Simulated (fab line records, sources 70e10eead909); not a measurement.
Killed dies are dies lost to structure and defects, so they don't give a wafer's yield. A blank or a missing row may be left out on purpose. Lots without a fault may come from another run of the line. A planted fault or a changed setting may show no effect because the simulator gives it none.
A struck lot beside a sound one | flow nand_harc | 15 steps out of a route of 1302
Sound: wafers L644.1, L644.4, L644.5. Struck: wafers L654.2, L654.3, L654.5. The cause comes at the end.
At each step with rows: each side's tool, then ch and its chambers, then its first start. Under that, the readings that differ: sound wafers | struck wafers | difference of the means | sigmas: that difference in standard deviations of wafers without a fault.
alike: readings whose means differ by less than 2 such deviations, and words and numbers that are the same on both sides. not compared: withheld readings, readings that some wafer has no value for, bounds like >300 that may hide the same value, and numbers for which the record gives no deviation and whose values overlap.
The two part at a step that has a row with sigmas, a row that says differs or no value, or rows on one side only. Numbers that don't overlap but have no deviation are shown without sigmas and don't part them. A reading that every wafer of one side lacks parts them only if that side has two wafers or more.

first, 1 step without rows for these wafers: NHARC_A_CONTACT_ETCH_130 (etches the open film in C4F8/O2/Ar, time 197 s, target depth 1918 nm).
NHARC_A_CONTACT_ETCH_131: etches the open film in C4F8/O2/Ar, time 197 s, target depth 1918 nm.
  sound on har_cap_etch-02 ch 0,1, day 23 01:48; struck on har_cap_etch-01 ch 0,1, day 26 17:39
  not compared: rf_hours_counter_h
then, 1 step without rows for these wafers: NHARC_A_CONTACT_ETCH_132 (etches the open film in C4F8/O2/Ar, time 197 s, target depth 1924 nm).
NHARC_A_CONTACT_ETCH_133: etches the open film in C4F8/O2/Ar, time 374 s, target depth 1610 nm.
  sound on har_cap_etch-02 ch 0,1, day 23 02:12; struck on har_cap_etch-01 ch 0,1, day 26 18:02
  not compared: rf_hours_counter_h
NHARC_A_CONTACT_ETCH_91: etches the open film in CH3F/O2, target depth 40 nm, time 85.7 s.
  sound on rie_diel-11 ch 0,1,3, day 23 02:56; struck on rie_diel-11 ch 0,1,3, day 26 18:46
  alike: drypump_motor_current_A, oes_product_au, rf_vpp_V, showerhead_plenum_p_Torr, throttle_valve_pct
  not compared: rf_hours_counter_h
NHARC_A_CONTACT_ETCH_97: etches the open film in C4F6/O2, target depth 20 nm, time 10 s.
  sound on rie_diel-11 ch 0,2; struck on rie_diel-11 ch 1,2,3
  alike: drypump_motor_current_A, oes_product_au, rf_vpp_V, showerhead_plenum_p_Torr, throttle_valve_pct
  not compared: rf_hours_counter_h
NHARC_A_CONTACT_CD_MEAS_80:
  sound on cd_sem-02, day 23 03:08; struck on cd_sem-02, day 26 18:59
  alike: cd_nm
then, 5 steps without rows for these wafers: NHARC_A_CONTACT_STRIP_103 (strips in N2/H2); NHARC_A_CONTACT_STRIP_104 (strips in CF4/CHF3); NHARC_A_CONTACT_STRIP_105 (strips in O2/COS); NHARC_A_CONTACT_ETCH_106 (etches the open film in CF4/O2, target depth 90 nm, overetch 9 nm, time 49.5 s); NHARC_A_CONTACT_STRIP_82 (strips in O2).
NHARC_A_CONTACT_STRIP_83: strips in post etch residue remover, time 600 s.
  sound on wet_bench-07 ch 2,3,7, day 23 03:49; struck on wet_bench-09 ch 2,3,7, day 26 19:40
  no value came back on the struck wafers for bath_heat_duty_pct (%), run_length_s (s); on the sound wafers bath_heat_duty_pct (%) reads 12.4 14.3 14.5
NHARC_A_CONTACT_DEP_84: deposits aC, target thk 2800 nm.
  sound on acl_dep-01 ch 0, day 23 04:41; struck on acl_dep-01 ch 0, day 27 00:56
  alike: throttle_valve_pct
then, 1 step without rows for these wafers: NHARC_END_SORT_01.

WHERE THEY PART
Only at NHARC_A_CONTACT_STRIP_83, within this record. Later steps at which nothing parts them and some readings are alike: NHARC_A_CONTACT_DEP_84.

WHY: what the simulator had put in
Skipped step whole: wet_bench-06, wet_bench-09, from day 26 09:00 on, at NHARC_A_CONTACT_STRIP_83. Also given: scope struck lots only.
